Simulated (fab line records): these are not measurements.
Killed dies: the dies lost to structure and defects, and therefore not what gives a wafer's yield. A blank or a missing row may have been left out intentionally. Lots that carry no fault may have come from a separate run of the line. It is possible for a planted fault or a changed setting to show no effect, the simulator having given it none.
fab line records	flow n5-finfet
record lots=7	wafers=21
route steps=1938 shown ILD0@343 SDB@353 HKMG_FIN@435 MOL_CONTACT_COAG@523
start-h: start of the lot's first displayed wafer, in hours after the record's first day	wait-h: hours since the lot's step before	" the same as in the row above	L1.1+2: a row that stands for several wafers	- value missing, or start not given	* or withheld: withheld	< > ~ a bound
route shown NAME@n: names a module that has steps shown in the file, with the first one's number in the route	usual: mean and standard deviation over wafers with no fault	same: alike in all rows	chamber/n: place in a boat	sites: per-site readings	_std_site: how widely they spread, as a standard deviation	_edge_site: outer sites' mean less inner sites'	radius-mm: how far each site lies from the wafer's centre	mask NAME#n: copy n	behind: the last tool/chamber to shape the wafer	hold: why the lot was held/for how many hours/how that ended	device: whichever transistor did not switch (one of n, p or np)	end of line: tests of these same wafers at the route's end	for a step that has no rows: nothing shown but its recipe	killed: dies that structure and defects cost at the first sort, which is not the same as the wafer's yield	map: shows each die of a wafer: x if killed, . if not, _ if none is there
set.NAME: the setting as run; set.NAME@STEP: as run at that earlier step	model.NAME: the simulator's own value behind a step, which no gauge read
lots whose settings were changed on purpose; a table a step, a row a wafer
## steps
# step N5_ILD0_ALD_15
# recipe material=SiNx	target-thk-a=240	temp-c=400	ald-precursor-family=SiH2I2	ald-co-reactant=N2/H2-plasma	pulse-time-s=1	ald-cycles=480	purge-time-s=2	co-reactant-purge-time-s=2	pressure-torr=2
lot.wafer	tool	chamber	start-h	wait-h	set.ald-cycles	model.SiNx_of_ILD0_ALD_15.thk-nm
L074.1+2+4	ald-sin-01	3,0,1	63.77	0.6	480	24
L076.1	ald-sin-03	3	75.97	1.1	480	24
L076.3	"	0	"	"	480	24.2
L076.4	"	2	"	"	419	21
L078.2+3	ald-sin-03	2,3	88.22	0.5	432	21.6
L078.4	"	1	"	"	480	24.2
L082.3+6	ald-sin-01	2,3	116.21	0.4	546	27.4
L082.5	"	0	117.29	1.2	480	24.2
L089.1	ald-sin-03	1	155.49	0.6	519	26.2
L089.2	"	2	"	"	519	26
L089.5	"	1	156.57	1.2	480	24
L090.1+4+6	ald-sin-04	0,2,0	157.64	0.6	480	24
L094.2	ald-sin-01	1	183.39	0.5	415	20.8
L094.4	"	2	"	"	480	24
L094.5	"	0	184.47	1.3	415	21
# step N5_SDB_EXPOSE_08
# recipe mask-id=SDB	na=1.35	source-shape=conventional	sigma-outer=0.5	polarization=unpolarized	dose-mj=49.6
lot.wafer	tool	chamber	start-h	wait-h	mask	set.dose-mj
L074.1+4	arfi-scanner-02	0	66.78	-	SDB#0	49.6
L074.2	"	0	"	"	SDB#0	47.68
L076.1	arfi-scanner-02	0	78.86	-	SDB#0	49.6
L076.3+4	"	0	"	"	SDB#0	51.43
L078.2	arfi-scanner-03	0	91.11	-	SDB#0	49.6
L078.3+4	"	0	"	"	SDB#0	48.05
L082.3+6	arfi-scanner-02	0	118.98	-	SDB#0	52.38
L082.5	"	0	"	"	SDB#0	49.6
L089.1+2+5	arfi-scanner-01	0	158.39	-	SDB#0	48.04
L090.1+4+6	arfi-scanner-01	0	160.40	-	SDB#0	49.6
L094.2	arfi-scanner-01	0	186.28	-	SDB#0	52.12
L094.4+5	"	0	"	"	SDB#0	49.6
# step N5_SDB_PEB_09
# recipe peb-temp-c=withheld	peb-time-s=60	resist=CAR-ArF
# step N5_SDB_DEVELOP_10
# recipe develop-time-s=30	developer=TMAH	resist=CAR-ArF	rinse-liquid=diw	dry=air-spin	dev-temp-c=23
# step N5_SDB_CD_MEAS_11
# recipe target-cd-nm=50	landing-energy-ev=500	detector=se-inlens	polarity=opening
# usual cd-nm=50.7/0.93
lot.wafer	tool	chamber	start-h	wait-h	set.dose-mj@SDB_EXPOSE_08	cd-nm
L074.1	cd-sem-03	0	66.91	-	49.6	51.3
L074.2	"	0	"	"	47.68	46.3
L074.4	"	0	"	"	49.6	50.8
L076.1	cd-sem-03	0	78.98	-	49.6	50.7
L076.3	"	0	"	"	51.43	53.4
L076.4	"	0	"	"	51.43	54.5
L078.2	cd-sem-02	0	91.23	-	49.6	50.7
L078.3	"	0	"	"	48.05	46.3
L078.4	"	0	"	"	48.05	47.1
L082.3	cd-sem-02	0	119.09	-	52.38	57.4
L082.5	"	0	"	"	49.6	51.0
L082.6	"	0	"	"	52.38	57.1
L089.1	cd-sem-02	0	158.51	-	48.04	47.9
L089.2	"	0	"	"	48.04	48.2
L089.5	"	0	"	"	48.04	47.8
L090.1	cd-sem-03	0	160.53	-	49.6	49.9
L090.4	"	0	"	"	49.6	50.7
L090.6	"	0	"	"	49.6	51.0
L094.2	cd-sem-01	0	186.40	-	52.12	55.8
L094.4	"	0	"	"	49.6	51.5
L094.5	"	0	"	"	49.6	51.6
# step N5_SDB_ALD_29
# recipe material=SiNx	target-thk-a=300	temp-c=400	ald-precursor-family=SiH2I2	ald-co-reactant=N2/H2-plasma	pulse-time-s=1	ald-cycles=600	purge-time-s=2	co-reactant-purge-time-s=2	pressure-torr=2
lot.wafer	tool	chamber	start-h	wait-h	set.ald-cycles	model.SiNx_of_SDB_ALD_29.thk-nm
L074.1+2	ald-sin-04	1,0	69.48	0.0	600	29.8
L074.4	"	2	"	"	600	30
L076.1	ald-sin-02	2	80.40	0.0	600	30.2
L076.3	"	1	"	"	600	30.4
L076.4	"	3	"	"	600	30
L078.2+4	ald-sin-03	1,0	93.31	1.0	600	30
L078.3	"	2	"	"	641	32.2
L082.3+5	ald-sin-03	2	119.97	0.0	687	34.4
L082.6	"	3	121.32	1.4	600	30
L089.1	ald-sin-03	3	159.75	0.0	600	29.8
L089.2	"	2	"	"	552	27.6
L089.5	"	1	161.11	1.4	552	27.2
L090.1+4+6	ald-sin-04	0,1,3	161.41	0.0	600	30
L094.2+5	ald-sin-02	1	187.73	0.3	600	30
L094.4	"	3	"	"	693	34.6
# step N5_HKMG_FIN_ETCH_32
# recipe chemistry=N2/H2	target=SOC	target-depth-a=2400	temp-c=40	time-s=300	ion-energy-ev=200	mask-material=SiARC	pressure-mtorr=30	source-w=840	bias-w=150	n2-flow-sccm=200	h2-flow-sccm=200
# usual rf-vpp-V=523.8/2.9
lot.wafer	tool	chamber	start-h	wait-h	set.source-w	rf-vpp-V
L074.1	rie-diel-04	1	78.70	0.0	783.5	539.9
L074.2	"	3	"	"	840	521.0
L074.4	"	2	"	"	783.5	534.6
L076.1	rie-diel-02	0	88.93	0.0	840	520.2
L076.3	"	3	"	"	840	525.7
L076.4	"	2	"	"	840	526.8
L078.2	rie-diel-05	0	101.51	0.0	926.7	508.0
L078.3	"	3	"	"	926.7	503.4
L078.4	"	1	"	"	926.7	504.0
L082.3	rie-diel-04	2	128.41	0.0	840	521.8
L082.5	"	1	"	"	880.2	518.0
L082.6	"	2	"	"	840	522.4
L089.1	rie-diel-05	3	167.93	0.0	840	529.1
L089.2	"	2	"	"	840	526.3
L089.5	"	3	"	"	840	529.5
L090.1	rie-diel-05	1	169.68	0.0	840	520.7
L090.4	"	2	"	"	840	527.0
L090.6	"	3	"	"	840	528.8
L094.2	rie-diel-05	0	196.64	0.0	840	525.0
L094.4	"	1	"	"	840	521.2
L094.5	"	0	"	"	753.6	543.1
# step N5_HKMG_FIN_ETCH_35
# recipe chemistry=N2/H2	target=SOC	target-depth-a=2158	ion-energy-ev=65	bias-w=5	source-w=3000	time-s=243.4	pressure-mtorr=30	n2-flow-sccm=200	h2-flow-sccm=200
# usual rf-vpp-V=141.5/1.1
lot.wafer	tool	chamber	start-h	wait-h	set.bias-w	rf-vpp-V
L074.1	rie-diel-04	1	78.91	0.0	5	142.5
L074.2	"	3	"	"	5	140.3
L074.4	"	2	"	"	5	142.3
L076.1	rie-diel-02	0	89.14	0.0	5	140.5
L076.3	"	3	"	"	4.124	125.4
L076.4	"	2	"	"	5	142.9
L078.2	rie-diel-05	0	101.72	0.0	5	142.8
L078.3	"	3	"	"	5	140.8
L078.4	"	1	"	"	5	141.1
L082.3	rie-diel-04	2	128.62	0.0	5	143.1
L082.5	"	1	"	"	4.694	136.6
L082.6	"	2	"	"	4.694	136.5
L089.1	rie-diel-05	3	168.14	0.0	5	143.0
L089.2	"	2	"	"	4.48	133.4
L089.5	"	3	"	"	5	143.5
L090.1	rie-diel-05	1	169.89	0.0	5	139.9
L090.4	"	2	"	"	5	142.8
L090.6	"	3	"	"	5	141.0
L094.2	rie-diel-05	0	196.85	0.0	5	142.5
L094.4	"	1	"	"	5	140.7
L094.5	"	0	"	"	5	141.8
# step N5_MOL_CONTACT_COAG_EXPOSE_05
# recipe mask-id=CA	na=0.33	source-shape=annular	sigma-inner=0.4	sigma-outer=0.8	polarization=unpolarized	defocus-nm=0	dose-mj=38.25
lot.wafer	tool	chamber	start-h	wait-h	mask	set.dose-mj
L074.1	euv-scanner-01	0	96.21	-	CA#0	39.1
L074.2+4	"	0	"	"	CA#0	38.25
L076.1+3+4	euv-scanner-01	0	106.49	-	CA#0	38.25
L078.2	euv-scanner-01	0	113.52	-	CA#0	40.94
L078.3+4	"	0	"	"	CA#0	38.25
L082.3+6	euv-scanner-02	0	140.24	-	CA#0	38.25
L082.5	"	0	"	"	CA#0	39.17
L089.1+2	euv-scanner-01	0	180.47	-	CA#0	38.25
L089.5	"	0	"	"	CA#0	36.16
L090.1+4+6	euv-scanner-02	0	181.90	-	CA#0	38.25
L094.2+4+5	euv-scanner-02	0	209.23	-	CA#0	38.25
# step N5_MOL_CONTACT_COAG_PEB_06
# recipe peb-temp-c=100	peb-time-s=60	resist=CAR-EUV
# step N5_MOL_CONTACT_COAG_DEVELOP_07
# recipe develop-time-s=30	developer=TMAH	resist=CAR-EUV	rinse-liquid=surfactant-rinse	dry=air-spin	dev-temp-c=23
# step N5_MOL_CONTACT_COAG_CD_MEAS_08
# recipe target-cd-nm=28	landing-energy-ev=500	detector=se-inlens	polarity=opening
# usual cd-nm=28.01/0.24
lot.wafer	tool	chamber	start-h	wait-h	set.dose-mj@MOL_CONTACT_COAG_EXPOSE_05	cd-nm
L074.1	cd-sem-02	0	96.34	-	39.1	28.13
L074.2	"	0	"	"	38.25	27.59
L074.4	"	0	"	"	38.25	27.86
L076.1	cd-sem-01	0	106.62	-	38.25	28.08
L076.3	"	0	"	"	38.25	28.11
L076.4	"	0	"	"	38.25	28.29
L078.2	cd-sem-02	0	113.64	-	40.94	29.42
L078.3	"	0	"	"	38.25	27.59
L078.4	"	0	"	"	38.25	27.67
L082.3	cd-sem-01	0	140.36	-	38.25	27.95
L082.5	"	0	"	"	39.17	28.84
L082.6	"	0	"	"	38.25	28.49
L089.1	cd-sem-03	0	180.60	-	38.25	27.83
L089.2	"	0	"	"	38.25	27.79
L089.5	"	0	"	"	36.16	26.41
L090.1	cd-sem-02	0	182.03	-	38.25	27.93
L090.4	"	0	"	"	38.25	28.39
L090.6	"	0	"	"	38.25	27.82
L094.2	cd-sem-01	0	209.35	-	38.25	28.23
L094.4	"	0	"	"	38.25	27.82
L094.5	"	0	"	"	38.25	28.14
# step N5_MOL_CONTACT_COAG_DESCUM_13
# recipe chemistry=O2	time-s=7	source-power-w=50	bias-power-w=20	pressure-mtorr=20	rf-frequency-hz=2.712e+07	temp-c=40	resist=CAR-EUV	o2-flow-sccm=225
# step N5_MOL_CONTACT_COAG_ETCH_59
# recipe chemistry=N2/H2	target=underlayer	target-depth-a=130	mask-material=CAR-EUV	time-s=10.4	ion-energy-ev=200	pressure-mtorr=30	source-w=840	bias-w=150	n2-flow-sccm=200	h2-flow-sccm=200	ends=cleared
lot.wafer	tool	chamber	start-h	wait-h	set.dose-mj@MOL_CONTACT_COAG_EXPOSE_05	model.MOL_CONTACT_COAG.cd-offset-nm
L074.1	rie-diel-04	0	96.85	0.0	39.1	0.6
L074.2	"	2	"	"	38.25	-0.2
L074.4	"	1	"	"	38.25	0.4
L076.1+4	rie-diel-04	2,3	106.77	0.0	38.25	0
L076.3	"	1	"	"	38.25	0.2
L078.2	rie-diel-05	3	113.96	0.0	40.94	1.4
L078.3+4	"	1	"	"	38.25	-0.4
L082.3	rie-diel-02	1	140.75	0.0	38.25	0.2
L082.5	"	3	"	"	39.17	0.8
L082.6	"	0	"	"	38.25	0
L089.1	rie-diel-05	0	180.76	0.0	38.25	0
L089.2	"	1	"	"	38.25	-0.2
L089.5	"	1	"	"	36.16	-1.4
L090.1+6	rie-diel-02	3,0	182.38	0.0	38.25	0
L090.4	"	1	"	"	38.25	0.2
L094.2	rie-diel-05	2	209.51	0.0	38.25	0.4
L094.4	"	1	"	"	38.25	0
L094.5	"	2	"	"	38.25	0.2
# step N5_MOL_CONTACT_COAG_ETCH_105
# recipe chemistry=CF4	target=SiARC	target-depth-a=156	mask-material=CAR-EUV	time-s=26	ion-energy-ev=80	pressure-mtorr=40	source-w=545	bias-w=36	Ar_flow_sccm=100	cf4-flow-sccm=100	ends=cleared
# step N5_MOL_CONTACT_COAG_ETCH_106
# recipe chemistry=N2/H2	target=SOC	target-depth-a=800	overetch-a=160	mask-material=SiARC	temp-c=40	time-s=120	ion-energy-ev=200	pressure-mtorr=30	source-w=840	bias-w=150	n2-flow-sccm=200	h2-flow-sccm=200
# step N5_MOL_CONTACT_COAG_STRIP_107
# recipe chemistry=N2/H2	temp-c=40	n2-flow-sccm=200	h2-flow-sccm=200	rf-frequency-hz=6e+07
# step N5_MOL_CONTACT_COAG_STRIP_108
# recipe chemistry=N2/H2	temp-c=40	n2-flow-sccm=200	h2-flow-sccm=200	rf-frequency-hz=6e+07
# step N5_MOL_CONTACT_COAG_CONTACT_ETCH_14
# recipe chemistry=C4F6/O2	target=SiO2	target-depth-a=275	overetch-a=85	mask-material=SOC	pressure-mtorr=30	source-w=370	bias-w=185	Ar_flow_sccm=300	C4F6_flow_sccm=16	O2_flow_sccm=10	time-s=20	ion-energy-ev=259.6
lot.wafer	tool	chamber	start-h	wait-h	set.dose-mj@MOL_CONTACT_COAG_EXPOSE_05	model.MOL_CONTACT_COAG.cd-offset-nm
L074.1	rie-diel-04	0	97.00	0.0	39.1	0.4
L074.2	"	2	"	"	38.25	0
L074.4	"	1	"	"	38.25	0.8
L076.1	rie-diel-04	2	106.92	0.0	38.25	0.2
L076.3	"	1	"	"	38.25	0.4
L076.4	"	3	"	"	38.25	-0.2
L078.2	rie-diel-05	3	114.11	0.0	40.94	1
L078.3+4	"	1	"	"	38.25	-0.8
L082.3	rie-diel-02	1	140.90	0.0	38.25	0.2
L082.5	"	3	"	"	39.17	1
L082.6	"	0	"	"	38.25	0
L089.1+2	rie-diel-05	0,1	180.91	0.0	38.25	-0.2
L089.5	"	1	"	"	36.16	-1.4
L090.1	rie-diel-02	3	182.52	0.0	38.25	0.2
L090.4	"	1	"	"	38.25	0
L090.6	"	0	"	"	38.25	-0.4
L094.2+5	rie-diel-05	2	209.66	0.0	38.25	0.2
L094.4	"	1	"	"	38.25	0
# step N5_MOL_CONTACT_COAG_STRIP_109
# recipe chemistry=C4F6/O2	resist=SiARC	rf-frequency-hz=6e+07
# step N5_MOL_CONTACT_COAG_ETCH_15
# recipe chemistry=CH3F/O2	target=SiNx	target-depth-a=70	mask-material=SOC	stop-on=Si:P	over-etch-frac=0.75	ion-energy-ev=120	pressure-mtorr=30	source-w=395	bias-w=73	Ar_flow_sccm=150	CH3F_flow_sccm=30	O2_flow_sccm=20
lot.wafer	tool	chamber	start-h	wait-h	set.dose-mj@MOL_CONTACT_COAG_EXPOSE_05	model.MOL_CONTACT_COAG.cd-offset-nm
L074.1	rie-diel-04	0	97.03	0.0	39.1	0.4
L074.2	"	2	"	"	38.25	-0.2
L074.4	"	1	"	"	38.25	0.6
L076.1	rie-diel-04	2	106.96	0.0	38.25	0.2
L076.3	"	1	"	"	38.25	0.4
L076.4	"	3	"	"	38.25	-0.2
L078.2	rie-diel-05	3	114.14	0.0	40.94	1
L078.3+4	"	1	"	"	38.25	-0.6
L082.3	rie-diel-02	1	140.94	0.0	38.25	0.2
L082.5	"	3	"	"	39.17	1
L082.6	"	0	"	"	38.25	-0.2
L089.1+2	rie-diel-05	0,1	180.94	0.0	38.25	-0.2
L089.5	"	1	"	"	36.16	-1.4
L090.1+4	rie-diel-02	3,1	182.56	0.0	38.25	0.2
L090.6	"	0	"	"	38.25	-0.4
L094.2+5	rie-diel-05	2	209.69	0.0	38.25	0.2
L094.4	"	1	"	"	38.25	0
# step N5_MOL_CONTACT_COAG_PECVD_31
# recipe material=SiO2	target-thk-a=460	temp-c=400	precursor=TEOS/O2	pressure-torr=6.5	rf-w=withheld	teos-flow-sccm=withheld	gas=O2	flow-sccm=2650	time-s=8.9
lot.wafer	tool	chamber	start-h	wait-h	set.temp-c	model.SiO2_of_MOL_CONTACT_COAG_PECVD_31.thk-nm
L074.1	pecvd-04	2	106.46	0.3	400	45.8
L074.2	"	1	"	"	400	46
L074.4	"	1	"	"	400	46.2
L076.1+3	pecvd-04	0,1	114.39	0.3	400	45.2
L076.4	"	2	"	"	410.8	43.6
L078.2	pecvd-01	0	122.67	0.3	409.2	43.8
L078.3	"	2	"	"	409.2	43
L078.4	"	2	"	"	400	46.8
L082.3	pecvd-02	1	149.71	0.3	394.1	47.2
L082.5	"	1	"	"	394.1	48.4
L082.6	"	2	"	"	400	46.4
L089.1	pecvd-01	0	192.25	0.3	385.9	49.6
L089.2	"	2	"	"	400	45.8
L089.5	"	0	"	"	400	46.4
L090.1	pecvd-04	0	193.86	0.3	400	45
L090.4	"	2	"	"	400	46
L090.6	"	0	"	"	400	46.2
L094.2	pecvd-04	2	218.71	0.3	393.7	47.2
L094.4	"	2	"	"	393.7	48.6
L094.5	"	0	"	"	400	45.6
# step N5_MOL_CONTACT_COAG_COAT_75
# recipe resist=SOC	temp-c=250	time-s=60	spin-rpm=1500	resist-thk-nm=60
# step N5_MOL_CONTACT_COAG_COAT_76
# recipe resist=SiARC	temp-c=220	time-s=60	spin-rpm=1500	resist-thk-nm=10
# step N5_MOL_CONTACT_COAG_ETCHBACK_135
# recipe chemistry=CHF3	target=SiO2	target-depth-a=250	time-s=16.7	ion-energy-ev=200	pressure-mtorr=30	source-w=610	bias-w=170	Ar_flow_sccm=200	CHF3_flow_sccm=50
# step N5_MOL_CONTACT_COAG_STRIP_118
# recipe chemistry=CHF3	resist=SiARC	rf-frequency-hz=6e+07
# step N5_MOL_CONTACT_COAG_VIA_ETCH_46
# recipe chemistry=C4F6/O2	target-depth-a=460	overetch-a=92	mask-material=SOC	target=SiO2	bias-w=455	pressure-mtorr=10	time-s=40	source-w=325	Ar_flow_sccm=300	C4F6_flow_sccm=10	O2_flow_sccm=10	ion-energy-ev=575.3	ends=end-point
lot.wafer	tool	chamber	start-h	wait-h	set.temp-c@MOL_CONTACT_COAG_PECVD_31	model.etch.depth-nm
L074.1	rie-diel-02	0	108.01	0.0	400	45.72
L074.2	"	2	"	"	400	45.98
L074.4	"	3	"	"	400	46.29
L076.1	rie-diel-05	1	115.33	0.0	400	45.24
L076.3	"	2	"	"	400	45.17
L076.4	"	2	"	"	410.8	43.56
L078.2	rie-diel-04	0	124.46	0.0	409.2	43.8
L078.3	"	2	"	"	409.2	43.05
L078.4	"	3	"	"	400	46.77
L082.3	rie-diel-05	0	150.79	0.0	394.1	47.15
L082.5	"	1	"	"	394.1	48.31
L082.6	"	0	"	"	400	46.46
L089.1	rie-diel-02	0	193.55	0.0	385.9	49.54
L089.2	"	2	"	"	400	45.78
L089.5	"	0	"	"	400	46.38
L090.1	rie-diel-04	3	194.86	0.0	400	45.04
L090.4	"	0	"	"	400	45.94
L090.6	"	0	"	"	400	46.29
L094.2	rie-diel-02	2	220.83	0.0	393.7	47.11
L094.4	"	1	"	"	393.7	48.59
L094.5	"	2	"	"	400	45.6
# step N5_MOL_CONTACT_COAG_ETCHBACK_136
# recipe chemistry=CHF3	target=SiO2	target-depth-a=250	time-s=16.7	ion-energy-ev=200	pressure-mtorr=30	source-w=610	bias-w=170	Ar_flow_sccm=200	CHF3_flow_sccm=50
lot.wafer	tool	chamber	start-h	wait-h	set.target-depth-a
L074.1+2	rie-diel-04	2,1	109.65	0.0	250
L074.4	"	0	"	"	232.6
L076.1+3	rie-diel-02	3,0	116.57	0.0	250
L076.4	"	1	"	"	282.4
L078.2+3+4	rie-diel-05	1,0,0	125.82	0.0	250
L082.3+5	rie-diel-05	3	152.14	0.0	269.7
L082.6	"	2	"	"	250
L089.1	rie-diel-05	1	194.93	0.0	250
L089.2+5	"	0,3	"	"	269
L090.1+4+6	rie-diel-04	0,2,0	196.52	0.0	250
L094.2+4+5	rie-diel-02	0,3,3	223.53	0.0	250
# step N5_MOL_CONTACT_COAG_VIA_ETCH_117
# recipe chemistry=C4F6/O2	target-depth-a=400	overetch-a=80	mask-material=SOC	target=SiO2	bias-w=455	pressure-mtorr=10	time-s=26	source-w=325	Ar_flow_sccm=300	C4F6_flow_sccm=10	O2_flow_sccm=10	ion-energy-ev=575.3	ends=end-point
# usual rf-vpp-V=1588/20
lot.wafer	tool	chamber	start-h	wait-h	set.bias-w	set.target-depth-a@MOL_CONTACT_COAG_ETCHBACK_136	rf-vpp-V	model.etch.depth-nm	model.MOL_CONTACT_COAG.feature-depth-nm
L074.1	rie-diel-04	2	109.68	0.0	409.6	250	1485	40.05	40
L074.2	"	1	"	"	409.6	250	1454	40.62	40.6
L074.4	"	0	"	"	455	232.6	1569	42.36	42.4
L076.1	rie-diel-02	3	116.61	0.0	428.5	250	1510	39.9	39.8
L076.3	"	0	"	"	455	250	1604	40.38	40.4
L076.4	"	1	"	"	428.5	282.4	1494	36.62	36.6
L078.2	rie-diel-05	1	125.85	0.0	455	250	1607	40.28	40.2
L078.3	"	0	"	"	490.5	250	1674	40.2	40.2
L078.4	"	0	"	"	455	250	1583	40.13	40.2
L082.3	rie-diel-05	3	152.17	0.0	390.6	269.7	1427	37.91	38
L082.5	"	3	"	"	455	269.7	1600	38.16	38.2
L082.6	"	2	"	"	390.6	250	1424	39.99	40
L089.1	rie-diel-05	1	194.96	0.0	455	250	1606	40.01	40
L089.2	"	0	"	"	455	269	1580	37.93	38
L089.5	"	3	"	"	455	269	1599	38.42	38.4
L090.1	rie-diel-04	0	196.55	0.0	455	250	1569	40.39	40.4
L090.4	"	2	"	"	455	250	1607	39.68	39.6
L090.6	"	0	"	"	455	250	1569	40.34	40.4
L094.2	rie-diel-02	0	223.57	0.0	501.1	250	1722	40.25	40.2
L094.4	"	3	"	"	455	250	1580	39.93	40
L094.5	"	3	"	"	455	250	1580	39.71	39.8
## key
split step=N5_ILD0_ALD_15	setting=ald-cycles	stated=480	by=wafer
response step=N5_ILD0_ALD_15	reading=model.SiNx_of_ILD0_ALD_15.thk-nm	change=+0.241	per=1%	r=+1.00
split step=N5_SDB_EXPOSE_08	setting=dose-mj	stated=49.6	by=wafer
response step=N5_SDB_CD_MEAS_11	reading=cd-nm	change=+1.04	per=1%	r=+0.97
split step=N5_SDB_ALD_29	setting=ald-cycles	stated=600	by=wafer
response step=N5_SDB_ALD_29	reading=model.SiNx_of_SDB_ALD_29.thk-nm	change=+0.302	per=1%	r=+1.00
split step=N5_HKMG_FIN_ETCH_32	setting=source-w	stated=840	by=wafer
response step=N5_HKMG_FIN_ETCH_32	reading=rf-vpp-V	change=-1.92	per=1%	r=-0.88
split step=N5_HKMG_FIN_ETCH_35	setting=bias-w	stated=5	by=wafer
response step=N5_HKMG_FIN_ETCH_35	reading=rf-vpp-V	change=+0.947	per=1%	r=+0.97
split step=N5_MOL_CONTACT_COAG_EXPOSE_05	setting=dose-mj	stated=38.25	by=wafer
response step=N5_MOL_CONTACT_COAG_CD_MEAS_08	reading=cd-nm	change=+0.251	per=1%	r=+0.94
response step=N5_MOL_CONTACT_COAG_ETCH_59	reading=model.MOL_CONTACT_COAG.cd-offset-nm	change=+0.251	per=1%	r=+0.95
response step=N5_MOL_CONTACT_COAG_CONTACT_ETCH_14	reading=model.MOL_CONTACT_COAG.cd-offset-nm	change=+0.237	per=1%	r=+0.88
response step=N5_MOL_CONTACT_COAG_ETCH_15	reading=model.MOL_CONTACT_COAG.cd-offset-nm	change=+0.229	per=1%	r=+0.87
split step=N5_MOL_CONTACT_COAG_PECVD_31	setting=temp-c	stated=400	by=wafer
response step=N5_MOL_CONTACT_COAG_PECVD_31	reading=model.SiO2_of_MOL_CONTACT_COAG_PECVD_31.thk-nm	change=-1.02	per=1%	r=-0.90
response step=N5_MOL_CONTACT_COAG_VIA_ETCH_46	reading=model.etch.depth-nm	change=-1	per=1%	r=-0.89
split step=N5_MOL_CONTACT_COAG_ETCHBACK_136	setting=target-depth-a	stated=250	by=wafer
response step=N5_MOL_CONTACT_COAG_VIA_ETCH_117	reading=model.etch.depth-nm	change=-0.265	per=1%	r=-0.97
response step=N5_MOL_CONTACT_COAG_VIA_ETCH_117	reading=model.MOL_CONTACT_COAG.feature-depth-nm	change=-0.264	per=1%	r=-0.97
split step=N5_MOL_CONTACT_COAG_VIA_ETCH_117	setting=bias-w	stated=455	by=wafer
response step=N5_MOL_CONTACT_COAG_VIA_ETCH_117	reading=rf-vpp-V	change=+12.3	per=1%	r=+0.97
